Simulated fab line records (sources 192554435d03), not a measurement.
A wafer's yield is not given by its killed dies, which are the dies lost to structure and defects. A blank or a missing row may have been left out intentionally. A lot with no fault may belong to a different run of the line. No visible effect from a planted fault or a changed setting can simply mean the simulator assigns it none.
Matching of chambers -- flow n5 finfet -- N5_BEOL_M1_ILD_DEP_00 on pecvd-03 has 3 sister chambers
The step deposits SiOC from DEMS/O2, target thk 79 nm, time 15.3 s. 6 wafers are shown with their chamber, then 9 later ones without.

== WAFERS PAIRED WITH THEIR CHAMBERS ==
wafer,chamber,showerhead plenum p Torr (Torr),throttle valve pct (%)
L084.4,1,5.701,12.7
L085.4,0,5.695,12.6
L085.6,2,5.698,12.5
L094.3,2,5.687,12.2
L094.4,0,5.708,12.4
L094.5,1,5.690,12.6

== WAFERS WHOSE CHAMBER IS MISSING ==
wafer,showerhead plenum p Torr (Torr),throttle valve pct (%)
L089.3,5.675,12.3
L089.5,5.679,12.5
L089.6,5.708,12.4
L090.1,5.685,12.2
L090.3,5.719,12.7
L090.6,5.696,12.2
L096.1,5.699,12.3
L096.4,5.713,12.7
L096.5,5.682,12.2

== CHAMBER TAKEN BY EACH ==
wafer,from the rows above,in truth
L089.3,can't be placed: 2 or 1 or 0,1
L089.5,can't be placed: 2 or 1 or 0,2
L089.6,can't be placed: 0 or 2 or 1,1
L090.1,can't be placed: 2 or 0 or 1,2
L090.3,can't be placed: 0 or 1 or 2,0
L090.6,can't be placed: 2 or 0 or 1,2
L096.1,can't be placed: 2 or 0 or 1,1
L096.4,can't be placed: 0 or 1 or 2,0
L096.5,can't be placed: 2 or 0 or 1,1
Placed correctly: 0 of 9. Not placeable from these rows: 9 (in 9, the candidates include the true chamber). 0 placed wrongly.
How it was worked out, from the rows above alone: a wafer's distance from a chamber is the root of the sum, over the readings, of the square of ((its reading less the chamber's mean) divided by the reading's scatter). The wafer belongs to the nearest chamber; if the next one is less than 2 further off, it can't be placed. A chamber's mean is the mean of its shown wafers. How the scatter is found: for the shown wafers, subtract from each reading the mean of its chamber, square and add these, divide the total by (wafers less chambers), then take the root.
